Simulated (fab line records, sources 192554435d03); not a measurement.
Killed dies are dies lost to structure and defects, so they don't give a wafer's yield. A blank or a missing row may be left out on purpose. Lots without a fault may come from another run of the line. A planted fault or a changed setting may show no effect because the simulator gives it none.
fab line records | flow n5_finfet
record lots=7 wafers=21
route steps=1938 shown WELL_APT@24 PMOS_HMC_CHANNEL_EPI@63 FIN_SAQP@130 DUMMY_GATE@222 SD_EPI_N@268
start_h: hours from the record's first day to the start of the lot's first wafer shown | wait_h: hours since the lot's step before | " the same as in the row above | L1.1+2: a row that stands for several wafers | - no value, or no start given | * or withheld: withheld | < > ~ a bound
route shown NAME@n: a module of which the file shows steps, and the number in the route of the first | usual: mean/standard deviation of fault-free wafers | same: alike in all rows | chamber/n: place in a boat | sites: the reading at each site | _std_site: their standard deviation | _edge_site: outer sites' mean less inner sites' | radius_mm: how far each site lies from the wafer's centre | mask NAME#n: copy n | behind: the tool/chamber that last shaped the wafer | hold: why the lot was held/for how many hours/how that ended | device: the transistor (n, p or np) that didn't switch | end of line: the same wafers' tests at the end of the route | a step without rows: its recipe alone | killed: dies lost to structure and defects at the first sort, not the wafer's yield | map: a wafer's dies, x killed, . not, _ none there
set.NAME: the setting as run; set.NAME@STEP: as run at that earlier step | model.NAME: the simulator's own value behind a step, which no gauge read
lots whose settings were changed on purpose; a table a step, a row a wafer
## steps
# step N5_WELL_APT_EXPOSE_05
# recipe mask_id=NWELL na=0.8 source_shape=conventional sigma_outer=0.8 polarization=unpolarized defocus_nm=0 target_cd_nm=200 dose_mj=20.3
# columns lot.wafer tool chamber start_h wait_h mask set.dose_mj
L075.1 krf_scanner-02 0 19.51 - NWELL#0 20.3
L075.2+3 " 0 " " NWELL#0 21.69
L077.1+2+5 krf_scanner-01 0 31.70 - NWELL#0 20.3
L085.1+3 krf_scanner-01 0 79.68 - NWELL#0 19
L085.4 " 0 " " NWELL#0 20.3
L088.2+3 krf_scanner-02 0 97.49 - NWELL#0 20.3
L088.6 " 0 " " NWELL#0 21.7
L091.2+3+6 krf_scanner-01 0 115.51 - NWELL#0 20.3
L092.1+3+4 krf_scanner-01 0 121.51 - NWELL#0 20.3
L097.2+5+6 krf_scanner-01 0 151.51 - NWELL#0 19.42
# step N5_WELL_APT_DEVELOP_07
# recipe develop_time_s=45 rinse_liquid=surfactant_rinse dry=air_spin dev_temp_c=21
# columns lot.wafer tool chamber start_h wait_h set.develop_time_s
L075.1+2+3 litho_track-04 0 - - 36.15
L077.1+2+5 litho_track-04 0 - - 45
L085.1+3+4 litho_track-01 0 - - 45
L088.2 litho_track-04 0 - - 51.67
L088.3+6 " 0 " " 45
L091.2+3+6 litho_track-04 0 - - 45
L092.1+4 litho_track-02 0 - - 54.33
L092.3 " 0 " " 45
L097.2+5+6 litho_track-01 0 - - 45
# step N5_WELL_APT_HARDBAKE_12
# recipe temp_c=130 time_s=120
# step N5_WELL_APT_CD_MEAS_08
# recipe target_cd_nm=200 landing_energy_ev=500 detector=se_inlens
# usual cd_nm=199.9/1.3
# columns lot.wafer tool chamber start_h wait_h set.dose_mj@WELL_APT_EXPOSE_05 cd_nm
L075.1 cd_sem-03 0 19.68 - 20.3 200.1
L075.2 " 0 " " 21.69 210.2
L075.3 " 0 " " 21.69 209.5
L077.1 cd_sem-02 0 31.87 - 20.3 198.8
L077.2 " 0 " " 20.3 197.6
L077.5 " 0 " " 20.3 198.1
L085.1 cd_sem-03 0 79.85 - 19 188.8
L085.3 " 0 " " 19 189.5
L085.4 " 0 " " 20.3 200.5
L088.2 cd_sem-03 0 97.66 - 20.3 201.1
L088.3 " 0 " " 20.3 200.3
L088.6 " 0 " " 21.7 212.3
L091.2 cd_sem-03 0 115.68 - 20.3 200.0
L091.3 " 0 " " 20.3 200.3
L091.6 " 0 " " 20.3 202.2
L092.1 cd_sem-03 0 121.69 - 20.3 200.9
L092.3 " 0 " " 20.3 200.2
L092.4 " 0 " " 20.3 200.4
L097.2 cd_sem-01 0 151.68 - 19.42 192.1
L097.5 " 0 " " 19.42 192.0
L097.6 " 0 " " 19.42 190.8
# step N5_WELL_APT_DESCUM_13
# recipe chemistry=O2 time_s=7.9 source_power_w=50 bias_power_w=20 pressure_mtorr=20 rf_frequency_hz=2.712e+07 temp_c=40 o2_flow_sccm=225
# columns lot.wafer tool chamber start_h wait_h set.dose_mj@WELL_APT_EXPOSE_05 model.WELL_APT.cd_nm
L075.1 rie_diel-03 0 19.93 0.2 20.3 200.1
L075.2 " 1 " " 21.69 210.2
L075.3 " 2 " " 21.69 209.6
L077.1 rie_diel-03 1 32.20 0.3 20.3 198.7
L077.2 " 3 " " 20.3 197.8
L077.5 " 3 " " 20.3 198.3
L085.1 rie_diel-03 0 80.04 0.1 19 188.8
L085.3 " 1 " " 19 189.8
L085.4 " 2 " " 20.3 200.6
L088.2 rie_diel-05 1 97.74 0.0 20.3 201
L088.3 " 0 " " 20.3 200.3
L088.6 " 0 " " 21.7 212.2
L091.2 rie_diel-03 1 115.77 0.0 20.3 200
L091.3 " 2 " " 20.3 200.1
L091.6 " 1 " " 20.3 202.6
L092.1 rie_diel-05 2 121.77 0.0 20.3 201
L092.3 " 0 " " 20.3 200.2
L092.4 " 3 " " 20.3 200.4
L097.2 rie_diel-04 3 151.77 0.0 19.42 192.3
L097.5 " 0 " " 19.42 191.8
L097.6 " 3 " " 19.42 190.9
# step N5_PMOS_HMC_CHANNEL_EPI_PEB_07
# recipe peb_temp_c=110 peb_time_s=60 resist=CAR-ArF-block
# columns lot.wafer tool chamber start_h wait_h set.peb_time_s
L075.1+2+3 litho_track-03 0 23.62 0.1 60
L077.1+2+5 litho_track-05 0 35.34 0.1 60
L085.1+4 litho_track-03 0 83.34 0.1 47.61
L085.3 " 0 " " 60
L088.2+3+6 litho_track-05 0 101.24 0.0 60
L091.2+3+6 litho_track-03 0 119.43 0.0 60
L092.1+4 litho_track-02 0 125.16 0.1 60
L092.3 " 0 " " 63.59
L097.2+5 litho_track-02 0 154.99 0.1 60
L097.6 " 0 " " 47.17
# step N5_PMOS_HMC_CHANNEL_EPI_DEVELOP_08
# recipe develop_time_s=30 developer=TMAH resist=CAR-ArF-block dev_temp_c=23 rinse_liquid=diw dry=air_spin
# step N5_PMOS_HMC_CHANNEL_EPI_CD_MEAS_09
# recipe target_cd_nm=237.4 landing_energy_ev=500 detector=se_inlens
# usual cd_nm=237.4/0.88
# columns lot.wafer tool chamber start_h wait_h set.peb_time_s@PMOS_HMC_CHANNEL_EPI_PEB_07 cd_nm
L075.1 cd_sem-03 0 23.68 - 60 238.7
L075.2 " 0 " " 60 237.8
L075.3 " 0 " " 60 238.5
L077.1 cd_sem-01 0 35.41 - 60 237.2
L077.2 " 0 " " 60 237.6
L077.5 " 0 " " 60 238.8
L085.1 cd_sem-03 0 83.41 - 47.61 227.2
L085.3 " 0 " " 60 237.3
L085.4 " 0 " " 47.61 226.8
L088.2 cd_sem-02 0 101.31 - 60 237.8
L088.3 " 0 " " 60 238.1
L088.6 " 0 " " 60 239.8
L091.2 cd_sem-03 0 119.50 - 60 237.8
L091.3 " 0 " " 60 238.4
L091.6 " 0 " " 60 238.3
L092.1 cd_sem-02 0 125.23 - 60 237.3
L092.3 " 0 " " 63.59 239.6
L092.4 " 0 " " 60 236.7
L097.2 cd_sem-02 0 155.06 - 60 236.7
L097.5 " 0 " " 60 237.8
L097.6 " 0 " " 47.17 226.1
# step N5_PMOS_HMC_CHANNEL_EPI_DESCUM_14
# recipe chemistry=O2 time_s=7.9 source_power_w=50 bias_power_w=20 pressure_mtorr=20 rf_frequency_hz=2.712e+07 temp_c=40 resist=CAR-ArF-block o2_flow_sccm=225
# columns lot.wafer tool chamber start_h wait_h set.peb_time_s@PMOS_HMC_CHANNEL_EPI_PEB_07 model.PMOS_HMC_CHANNEL_EPI.cd_nm
L075.1 rie_diel-02 1 23.77 0.0 60 238.4
L075.2 " 3 " " 60 237.7
L075.3 " 2 " " 60 238.3
L077.1 rie_diel-06 2 35.50 0.0 60 237.2
L077.2 " 0 " " 60 237.7
L077.5 " 1 " " 60 238.6
L085.1 rie_diel-01 2 83.49 0.0 47.61 227.3
L085.3 " 3 " " 60 237.4
L085.4 " 1 " " 47.61 227.1
L088.2 rie_diel-02 2 101.40 0.0 60 237.6
L088.3 " 1 " " 60 238
L088.6 " 1 " " 60 239.5
L091.2 rie_diel-02 0 119.61 0.1 60 237.9
L091.3 " 2 " " 60 238.9
L091.6 " 2 " " 60 238.3
L092.1 rie_diel-02 3 125.32 0.0 60 237.4
L092.3 " 2 " " 63.59 239.8
L092.4 " 0 " " 60 236.8
L097.2 rie_diel-02 0 155.14 0.0 60 236.8
L097.5 " 1 " " 60 237.7
L097.6 " 2 " " 47.17 226.2
# step N5_PMOS_HMC_CHANNEL_EPI_ETCH_32
# recipe chemistry=N2/H2 target=BARC stop_on=SiO2 target_depth_a=858 over_etch_frac=0.3 time_s=50.3 ion_energy_ev=200 mask_material=CAR-ArF-block pressure_mtorr=30 source_w=840 bias_w=150 n2_flow_sccm=200 h2_flow_sccm=200
# usual rf_vpp_V=523.0/2.6
# columns lot.wafer tool chamber start_h wait_h set.bias_w set.peb_time_s@PMOS_HMC_CHANNEL_EPI_PEB_07 rf_vpp_V model.PMOS_HMC_CHANNEL_EPI.cd_nm
L075.1 rie_diel-02 1 23.81 0.0 150 60 521.6 241.7
L075.2 " 3 " " 150 60 525.2 240.6
L075.3 " 2 " " 142.7 60 505.5 241.7
L077.1 rie_diel-06 2 35.53 0.0 150 60 521.3 240.1
L077.2 " 0 " " 150 60 523.8 239.9
L077.5 " 1 " " 150 60 522.7 241.4
L085.1 rie_diel-01 2 83.53 0.0 131.7 47.61 482.8 229.3
L085.3 " 3 " " 150 60 522.3 240.1
L085.4 " 1 " " 150 47.61 528.0 229.9
L088.2 rie_diel-02 2 101.43 0.0 134.2 60 485.7 240.5
L088.3 " 1 " " 150 60 523.0 241
L088.6 " 1 " " 134.2 60 485.6 241.7
L091.2 rie_diel-02 0 119.65 0.0 150 60 528.9 241.1
L091.3 " 2 " " 150 60 521.2 242.1
L091.6 " 2 " " 150 60 519.5 241.1
L092.1 rie_diel-02 3 125.36 0.0 175.8 60 579.2 239.5
L092.3 " 2 " " 150 63.59 520.6 242.9
L092.4 " 0 " " 150 60 527.6 238.9
L097.2 rie_diel-02 0 155.18 0.0 150 60 527.0 238.8
L097.5 " 1 " " 150 60 519.8 240.2
L097.6 " 2 " " 173.9 47.17 572.9 228.9
# step N5_FIN_SAQP_ETCH_65
# recipe chemistry=CF4 target=SiO2 target_depth_a=40 ion_energy_ev=350 time_s=4.4 pressure_mtorr=10 icp_w=800 bias_w=400 cf4_flow_sccm=80
# columns lot.wafer tool chamber start_h wait_h set.time_s model.etch.depth_nm
L075.1 rie_si-02 1 30.38 0.1 4.4 4.022
L075.2 " 2 " " 4.4 4.014
L075.3 " 3 " " 3.855 3.482
L077.1 rie_si-06 2 42.55 0.1 4.4 4.033
L077.2 " 0 " " 3.756 3.385
L077.5 " 2 " " 3.756 3.441
L085.1 rie_si-05 2 90.37 0.1 4.4 3.968
L085.3 " 1 " " 4.756 4.311
L085.4 " 3 " " 4.756 4.297
L088.2 rie_si-06 0 108.28 0.1 5.029 4.502
L088.3 " 1 " " 4.4 3.949
L088.6 " 0 " " 4.4 3.941
L091.2 rie_si-06 1 126.42 0.1 4.4 4.029
L091.3 " 3 " " 4.4 3.977
L091.6 " 0 " " 4.4 4.008
L092.1 rie_si-06 0 132.19 0.1 4.4 3.935
L092.3 " 1 " " 4.4 3.948
L092.4 " 3 " " 3.444 3.072
L097.2 rie_si-06 2 161.87 0.1 4.712 4.298
L097.5 " 0 " " 4.4 3.925
L097.6 " 3 " " 4.4 3.906
# step N5_DUMMY_GATE_COAT_34
# recipe resist=SOC temp_c=250 time_s=60 spin_rpm=1500 resist_thk_nm=60
# columns lot.wafer tool chamber start_h wait_h set.spin_rpm model.SOC_of_DUMMY_GATE_COAT_34.thk_nm
L075.1 litho_track-05 0 51.18 0.0 1441 60.8
L075.2 " 0 " " 1441 61.2
L075.3 " 0 " " 1441 61
L077.1 litho_track-05 0 65.99 0.0 1420 61.6
L077.2+5 " 0 " " 1500 59.8
L085.1+4 litho_track-05 0 113.36 0.0 1500 60.2
L085.3 " 0 " " 1500 60
L088.2 litho_track-05 0 128.70 0.0 1382 62.6
L088.3 " 0 " " 1500 60
L088.6 " 0 " " 1382 62.8
L091.2+3 litho_track-05 0 149.02 0.0 1500 60.2
L091.6 " 0 " " 1500 60.4
L092.1+3 litho_track-04 0 152.79 0.0 1361 62.8
L092.4 " 0 " " 1361 63
L097.2 litho_track-04 0 183.59 0.0 1433 61.4
L097.5 " 0 " " 1500 59.8
L097.6 " 0 " " 1433 61.2
# step N5_DUMMY_GATE_COAT_28
# recipe resist=underlayer temp_c=205 time_s=60 spin_rpm=1500 resist_thk_nm=10
# columns lot.wafer tool chamber start_h wait_h set.spin_rpm model.underlayer_of_DUMMY_GATE_COAT_28.thk_nm
L075.1+3 litho_track-05 0 - - 1500 10
L075.2 " 0 " " 1340 10.6
L077.1+2+5 litho_track-05 0 - - 1500 10
L085.1+4 litho_track-05 0 - - 1622 9.6
L085.3 " 0 " " 1500 10
L088.2+3+6 litho_track-05 0 - - 1500 10
L091.2+3+6 litho_track-05 0 - - 1500 10
L092.1+4 litho_track-04 0 - - 1614 9.6
L092.3 " 0 " " 1500 10
L097.2 litho_track-04 0 - - 1500 10
L097.5+6 " 0 " " 1560 9.8
# step N5_DUMMY_GATE_COAT_09
# recipe resist=CAR-EUV spin_rpm=1500 resist_thk_nm=30
# step N5_DUMMY_GATE_EBR_11
# recipe solvent=PGMEA ebr_width_mm=1.5
# step N5_DUMMY_GATE_ETCH_29
# recipe chemistry=N2/H2 target=underlayer target_depth_a=130 ion_energy_ev=200 pressure_mtorr=30 source_w=840 bias_w=150 n2_flow_sccm=200 h2_flow_sccm=200
# step N5_DUMMY_GATE_ETCH_36
# recipe chemistry=CF4 target=SiARC target_depth_a=130 pressure_mtorr=40 source_w=545 bias_w=36 Ar_flow_sccm=100 cf4_flow_sccm=100 ion_energy_ev=80
# step N5_DUMMY_GATE_ETCH_37
# recipe chemistry=N2/H2 target=SOC target_depth_a=600 overetch_a=300 temp_c=40 ion_energy_ev=200 pressure_mtorr=30 source_w=840 bias_w=150 n2_flow_sccm=200 h2_flow_sccm=200
# columns lot.wafer tool chamber start_h wait_h set.spin_rpm@DUMMY_GATE_COAT_34 model.etch.depth_nm
L075.1 rie_diel-01 2 51.72 0.0 1441 60.79
L075.2 " 1 " " 1441 61.21
L075.3 " 0 " " 1441 60.98
L077.1 rie_diel-02 2 66.62 0.0 1420 61.7
L077.2 " 3 " " 1500 59.87
L077.5 " 1 " " 1500 59.76
L085.1 rie_diel-01 2 114.03 0.0 1500 60.25
L085.3 " 1 " " 1500 60.08
L085.4 " 3 " " 1500 60.12
L088.2 rie_diel-01 3 129.38 0.0 1382 62.63
L088.3 " 2 " " 1500 59.99
L088.6 " 3 " " 1382 62.73
L091.2 rie_diel-06 2 149.68 0.0 1500 60.22
L091.3 " 1 " " 1500 60.21
L091.6 " 1 " " 1500 60.3
L092.1 rie_diel-01 0 153.46 0.0 1361 62.77
L092.3 " 1 " " 1361 62.85
L092.4 " 2 " " 1361 62.97
L097.2 rie_diel-01 1 184.14 0.0 1433 61.39
L097.5 " 3 " " 1500 59.82
L097.6 " 2 " " 1433 61.21
# step N5_SD_EPI_N_PEB_07
# recipe peb_temp_c=110 peb_time_s=60 resist=CAR-ArF-block
# columns lot.wafer tool chamber start_h wait_h set.peb_temp_c
L075.1+2 litho_track-02 0 53.74 0.1 110
L075.3 " 0 " " 113.5
L077.1+5 litho_track-02 0 69.08 0.1 110
L077.2 " 0 " " 112.6
L085.1 litho_track-04 0 116.03 0.1 110
L085.3+4 " 0 " " 108.9
L088.2 litho_track-02 0 131.56 0.0 110
L088.3+6 " 0 " " 111.2
L091.2+3+6 litho_track-02 0 152.79 0.0 110
L092.1+4 litho_track-04 0 155.66 0.1 110
L092.3 " 0 " " 111.8
L097.2+6 litho_track-01 0 186.55 0.0 110
L097.5 " 0 " " 112.4
# step N5_SD_EPI_N_DEVELOP_08
# recipe develop_time_s=30 developer=TMAH resist=CAR-ArF-block dev_temp_c=23 rinse_liquid=diw dry=air_spin
# step N5_SD_EPI_N_CD_MEAS_09
# recipe target_cd_nm=120 landing_energy_ev=500 detector=se_inlens
# usual cd_nm=120.0/0.55
# columns lot.wafer tool chamber start_h wait_h set.peb_temp_c@SD_EPI_N_PEB_07 cd_nm
L075.1 cd_sem-03 0 53.81 - 110 118.7
L075.2 " 0 " " 110 119.4
L075.3 " 0 " " 113.5 128.4
L077.1 cd_sem-01 0 69.15 - 110 119.8
L077.2 " 0 " " 112.6 126.0
L077.5 " 0 " " 110 119.0
L085.1 cd_sem-01 0 116.10 - 110 120.4
L085.3 " 0 " " 108.9 117.4
L085.4 " 0 " " 108.9 117.4
L088.2 cd_sem-01 0 131.63 - 110 120.6
L088.3 " 0 " " 111.2 122.7
L088.6 " 0 " " 111.2 123.0
L091.2 cd_sem-03 0 152.86 - 110 120.3
L091.3 " 0 " " 110 120.1
L091.6 " 0 " " 110 121.1
L092.1 cd_sem-03 0 155.72 - 110 119.8
L092.3 " 0 " " 111.8 124.9
L092.4 " 0 " " 110 120.6
L097.2 cd_sem-02 0 186.62 - 110 119.3
L097.5 " 0 " " 112.4 126.7
L097.6 " 0 " " 110 120.2
# step N5_SD_EPI_N_DESCUM_14
# recipe chemistry=O2 time_s=7.9 source_power_w=50 bias_power_w=20 pressure_mtorr=20 rf_frequency_hz=2.712e+07 temp_c=40 resist=CAR-ArF-block o2_flow_sccm=225
# columns lot.wafer tool chamber start_h wait_h set.peb_temp_c@SD_EPI_N_PEB_07 model.SD_EPI_N.cd_nm
L075.1 rie_diel-03 1 53.90 0.0 110 119
L075.2 " 2 " " 110 119.6
L075.3 " 3 " " 113.5 128.6
L077.1 rie_diel-03 0 69.24 0.0 110 119.8
L077.2 " 2 " " 112.6 125.8
L077.5 " 2 " " 110 119
L085.1 rie_diel-03 0 116.19 0.0 110 120.8
L085.3 " 2 " " 108.9 117.6
L085.4 " 3 " " 108.9 117.4
L088.2 rie_diel-03 2 131.72 0.0 110 120.6
L088.3 " 3 " " 111.2 122.8
L088.6 " 0 " " 111.2 123
L091.2 rie_diel-04 0 153.10 0.2 110 120
L091.3 " 3 " " 110 120.2
L091.6 " 3 " " 110 121.2
L092.1 rie_diel-04 1 155.81 0.0 110 119.8
L092.3 " 3 " " 111.8 125
L092.4 " 1 " " 110 120.4
L097.2 rie_diel-05 2 186.71 0.0 110 119.4
L097.5 " 2 " " 112.4 126.6
L097.6 " 3 " " 110 120
# step N5_SD_EPI_N_ETCH_34
# recipe chemistry=CF4 target=SiARC target_depth_a=455 mask_material=CAR-ArF-block time_s=75.8 ion_energy_ev=80 pressure_mtorr=40 source_w=545 bias_w=36 Ar_flow_sccm=100 cf4_flow_sccm=100 ends=cleared
# columns lot.wafer tool chamber start_h wait_h set.peb_temp_c@SD_EPI_N_PEB_07 model.SD_EPI_N.cd_nm
L075.1 rie_diel-03 1 53.93 0.0 110 119
L075.2 " 2 " " 110 119.4
L075.3 " 3 " " 113.5 128.8
L077.1 rie_diel-03 0 69.27 0.0 110 120
L077.2 " 2 " " 112.6 125.8
L077.5 " 2 " " 110 118.8
L085.1 rie_diel-03 0 116.22 0.0 110 121
L085.3+4 " 2,3 " " 108.9 117.6
L088.2 rie_diel-03 2 131.75 0.0 110 120.6
L088.3 " 3 " " 111.2 123
L088.6 " 0 " " 111.2 123.2
L091.2+3 rie_diel-04 0,3 153.14 0.0 110 120.2
L091.6 " 3 " " 110 121.2
L092.1 rie_diel-04 1 155.86 0.0 110 119.8
L092.3 " 3 " " 111.8 125
L092.4 " 1 " " 110 120.4
L097.2 rie_diel-05 2 186.74 0.0 110 119.4
L097.5 " 2 " " 112.4 126.8
L097.6 " 3 " " 110 119.8
# step N5_SD_EPI_N_ETCH_35
# recipe chemistry=N2/H2 target=SOC overetch_a=1080 mask_material=SiARC temp_c=40 ion_energy_ev=100 source_w=3000 bias_w=133 pressure_mtorr=20 time_s=486 n2_flow_sccm=200 h2_flow_sccm=200
# columns lot.wafer tool chamber start_h wait_h set.peb_temp_c@SD_EPI_N_PEB_07 model.SD_EPI_N.cd_nm
L075.1 rie_diel-03 1 53.99 0.0 110 117.6
L075.2 " 2 " " 110 118.6
L075.3 " 3 " " 113.5 129.4
L077.1 rie_diel-03 0 69.33 0.0 110 121.2
L077.2 " 2 " " 112.6 126
L077.5 " 2 " " 110 118.6
L085.1 rie_diel-03 0 116.28 0.0 110 121.2
L085.3 " 2 " " 108.9 116.2
L085.4 " 3 " " 108.9 118.2
L088.2 rie_diel-03 2 131.81 0.0 110 120.6
L088.3 " 3 " " 111.2 124.4
L088.6 " 0 " " 111.2 124.2
L091.2 rie_diel-04 0 153.19 0.0 110 121
L091.3 " 3 " " 110 119.6
L091.6 " 3 " " 110 119.8
L092.1 rie_diel-04 1 155.95 0.1 110 120.6
L092.3 " 3 " " 111.8 124.6
L092.4 " 1 " " 110 120.8
L097.2 rie_diel-05 2 186.80 0.0 110 120
L097.5 " 2 " " 112.4 128.2
L097.6 " 3 " " 110 119
## key
split step=N5_WELL_APT_EXPOSE_05 setting=dose_mj stated=20.3 by=wafer
response step=N5_WELL_APT_CD_MEAS_08 reading=cd_nm change=+1.62 per=1% r=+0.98
response step=N5_WELL_APT_DESCUM_13 reading=model.WELL_APT.cd_nm change=+1.62 per=1% r=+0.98
split step=N5_WELL_APT_DEVELOP_07 setting=develop_time_s stated=45 by=wafer
response none clear
split step=N5_PMOS_HMC_CHANNEL_EPI_PEB_07 setting=peb_time_s stated=60 by=wafer
response step=N5_PMOS_HMC_CHANNEL_EPI_CD_MEAS_09 reading=cd_nm change=+0.509 per=1% r=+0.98
response step=N5_PMOS_HMC_CHANNEL_EPI_DESCUM_14 reading=model.PMOS_HMC_CHANNEL_EPI.cd_nm change=+0.503 per=1% r=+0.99
response step=N5_PMOS_HMC_CHANNEL_EPI_ETCH_32 reading=model.PMOS_HMC_CHANNEL_EPI.cd_nm change=+0.506 per=1% r=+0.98
split step=N5_PMOS_HMC_CHANNEL_EPI_ETCH_32 setting=bias_w stated=150 by=wafer
response step=N5_PMOS_HMC_CHANNEL_EPI_ETCH_32 reading=rf_vpp_V change=+3.28 per=1% r=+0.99
split step=N5_FIN_SAQP_ETCH_65 setting=time_s stated=4.4 by=wafer
response step=N5_FIN_SAQP_ETCH_65 reading=model.etch.depth_nm change=+0.0414 per=1% r=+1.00
split step=N5_DUMMY_GATE_COAT_34 setting=spin_rpm stated=1500 by=wafer
response step=N5_DUMMY_GATE_COAT_34 reading=model.SOC_of_DUMMY_GATE_COAT_34.thk_nm change=-0.34 per=1% r=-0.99
response step=N5_DUMMY_GATE_ETCH_37 reading=model.etch.depth_nm change=-0.343 per=1% r=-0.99
split step=N5_DUMMY_GATE_COAT_28 setting=spin_rpm stated=1500 by=wafer
response step=N5_DUMMY_GATE_COAT_28 reading=model.underlayer_of_DUMMY_GATE_COAT_28.thk_nm change=-0.0532 per=1% r=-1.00
split step=N5_SD_EPI_N_PEB_07 setting=peb_temp_c stated=110 by=wafer
response step=N5_SD_EPI_N_CD_MEAS_09 reading=cd_nm change=+2.91 per=1% r=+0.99
response step=N5_SD_EPI_N_DESCUM_14 reading=model.SD_EPI_N.cd_nm change=+2.9 per=1% r=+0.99
response step=N5_SD_EPI_N_ETCH_34 reading=model.SD_EPI_N.cd_nm change=+2.98 per=1% r=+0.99
response step=N5_SD_EPI_N_ETCH_35 reading=model.SD_EPI_N.cd_nm change=+3.31 per=1% r=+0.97
